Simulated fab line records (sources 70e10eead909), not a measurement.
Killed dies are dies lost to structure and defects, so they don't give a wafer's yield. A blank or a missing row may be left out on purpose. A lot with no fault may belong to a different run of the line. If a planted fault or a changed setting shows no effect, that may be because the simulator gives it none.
Which tool was responsible? ; flow nand-harc ; 14 lots, 41 wafers sampled, at 4 steps of a route of 1302

== WHAT THE GAUGES READ, wafer by wafer ==
NHARC_THIN_TSV_CD_MEAS_37.
lot;measured;on;cd-nm (nm)
L325;day 24 10:18;cd-sem-03;5004 5004 5003
L326;day 25 01:53;cd-sem-02;5009 5005 5008
L327;day 25 11:11;cd-sem-01;5002 4995 4992
L328;day 25 13:30;cd-sem-01;5008 5001 4996
L330;day 25 20:34;cd-sem-02;5002 5002 4997
L332;day 26 13:26;cd-sem-01;4997 4999 5004
L341;day 30 09:07;cd-sem-03;4997 5002
L342;day 31 02:25;cd-sem-01;5005 4999 4996
L343;day 31 03:20;cd-sem-02;5002 4999 5011
L344;day 31 18:23;cd-sem-03;4997 5000 4998
L346;day 32 10:08;cd-sem-02;5000 5011 5001
L347;day 32 11:23;cd-sem-01;4996 4995 5001
L345;day 32 22:37;cd-sem-03;5000 5003 4999
L348;day 33 11:55;cd-sem-03;5003 5002 5003

== WHICH TOOL RAN EACH LOT (tool, then ch and the chambers of the sampled wafers, then the start) ==
lot;NHARC_THIN_TSV_PVD_19;NHARC_THIN_TSV_DEGAS_53;NHARC_THIN_TSV_ETCH_59
L325;pvd-sputter-01, day 24 07:50 or earlier;pvd-sputter-03, day 24 07:50;rie-metal-02 ch 0,1, day 24 09:13
L326;pvd-sputter-01, day 24 23:26 or earlier;pvd-sputter-03, day 24 23:26;rie-metal-03 ch 0,1, day 25 00:44
L327;pvd-sputter-03, day 25 08:32 or earlier;pvd-sputter-02, day 25 08:32;rie-metal-02 ch 0,1, day 25 10:01
L328;pvd-sputter-03, day 25 10:54 or earlier;pvd-sputter-03, day 25 10:54;rie-metal-01 ch 0,1, day 25 12:20
L330;pvd-sputter-03, day 25 18:06 or earlier;pvd-sputter-03, day 25 18:06;rie-metal-02 ch 0,1, day 25 19:25
L332;pvd-sputter-02, day 26 10:40 or earlier;pvd-sputter-03, day 26 10:40;rie-metal-01 ch 1, day 26 12:05
L341;pvd-sputter-01, day 30 06:24 or earlier;pvd-sputter-03, day 30 06:24;rie-metal-01 ch 0,1, day 30 08:00
L342;pvd-sputter-03, day 30 23:45 or earlier;pvd-sputter-01, day 30 23:45;rie-metal-01 ch 0,1, day 31 01:11
L343;pvd-sputter-03, day 31 00:53 or earlier;pvd-sputter-02, day 31 00:53;rie-metal-03 ch 0,1, day 31 02:11
L344;pvd-sputter-02, day 31 15:46 or earlier;pvd-sputter-03, day 31 15:46;rie-metal-02 ch 0,1, day 31 17:17
L346;pvd-sputter-02, day 32 07:31 or earlier;pvd-sputter-01, day 32 07:31;rie-metal-03 ch 0,1, day 32 08:54
L347;pvd-sputter-02, day 32 08:47 or earlier;pvd-sputter-03, day 32 08:47;rie-metal-02 ch 0,1, day 32 10:14
L345;pvd-sputter-01, day 32 20:10 or earlier;pvd-sputter-01, day 32 20:10;rie-metal-02 ch 1, day 32 21:28
L348;pvd-sputter-03, day 33 09:20 or earlier;pvd-sputter-02, day 33 09:20;rie-metal-02 ch 0,1, day 33 10:48
- NHARC_THIN_TSV_PVD_19: deposits TaN, target thk 20 nm.
- NHARC_THIN_TSV_DEGAS_53: time 60 s.
- NHARC_THIN_TSV_ETCH_59: etches the open film in Cl2/BCl3, target depth 880 nm, time 138.1 s.

== WHAT THE TOOLS THEMSELVES READ (means of the sampled wafers that have a number; where no wafer has one, the mark that the record gives instead) ==
NHARC_THIN_TSV_PVD_19.
lot;tool;throttle-valve-pct (%)
L325;pvd-sputter-01;28.5
L326;pvd-sputter-01;29.3
L327;pvd-sputter-03;29.5
L328;pvd-sputter-03;29.7
L330;pvd-sputter-03;29.8
L332;pvd-sputter-02;29.3
L341;pvd-sputter-01;30.1
L342;pvd-sputter-03;30.6
L343;pvd-sputter-03;30.2
L344;pvd-sputter-02;29.6
L346;pvd-sputter-02;29.6
L347;pvd-sputter-02;29.3
L345;pvd-sputter-01;30.1
L348;pvd-sputter-03;30.3

NHARC_THIN_TSV_DEGAS_53.
lot;tool;heater-power-w (W)
L325;pvd-sputter-03;510
L326;pvd-sputter-03;478
L327;pvd-sputter-02;423
L328;pvd-sputter-03;516
L330;pvd-sputter-03;528
L332;pvd-sputter-03;568
L341;pvd-sputter-03;459
L342;pvd-sputter-01;443
L343;pvd-sputter-02;442
L344;pvd-sputter-03;528
L346;pvd-sputter-01;486
L347;pvd-sputter-03;531
L345;pvd-sputter-01;468
L348;pvd-sputter-02;464

NHARC_THIN_TSV_ETCH_59.
lot;tool;drypump-motor-current-A (A);oes-product-au (a.u.);throttle-valve-pct (%)
L325;rie-metal-02;5.68;0.986;22.268
L326;rie-metal-03;5.49;0.998;22.267
L327;rie-metal-02;5.58;0.992;22.261
L328;rie-metal-01;5.95;1.003;22.262
L330;rie-metal-02;5.57;0.987;22.269
L332;rie-metal-01;6.11;0.986;22.259
L341;rie-metal-01;5.88;0.970;22.268
L342;rie-metal-01;5.80;0.987;22.265
L343;rie-metal-03;5.47;0.989;22.258
L344;rie-metal-02;5.55;0.986;22.271
L346;rie-metal-03;5.48;0.988;22.264
L347;rie-metal-02;5.57;0.980;22.267
L345;rie-metal-02;5.45;0.993;22.267
L348;rie-metal-02;5.68;0.989;22.266

== THE ANSWER, worked out from the rows above alone ==
Rule: the lots themselves supply what counts as usual. Put in order of their means at a reading, lots are off if they are a third of the lots or fewer, leave a main group of 4 or more, and stand apart from it by a gap of 3 or more times the standard deviation of the main group's means; of several such gaps the widest counts. A main group whose means are all the same, to the digits that the tables above print for the reading, isn't used. A lot without any number at a reading at which 4 lots or more have one is off too. Any other lot the step has rows for is counted as sound. Order of review: gauges by route order, followed by the tools' own readings, for which a lot's mean as printed above is used. The first step at which some lot is off is used, and at that step the reading that is off furthest; a lot without a number counts as furthest.
None of the lots is off at any reading shown; this tells nothing.

== WHAT WAS PUT IN BY THE SIMULATOR ==
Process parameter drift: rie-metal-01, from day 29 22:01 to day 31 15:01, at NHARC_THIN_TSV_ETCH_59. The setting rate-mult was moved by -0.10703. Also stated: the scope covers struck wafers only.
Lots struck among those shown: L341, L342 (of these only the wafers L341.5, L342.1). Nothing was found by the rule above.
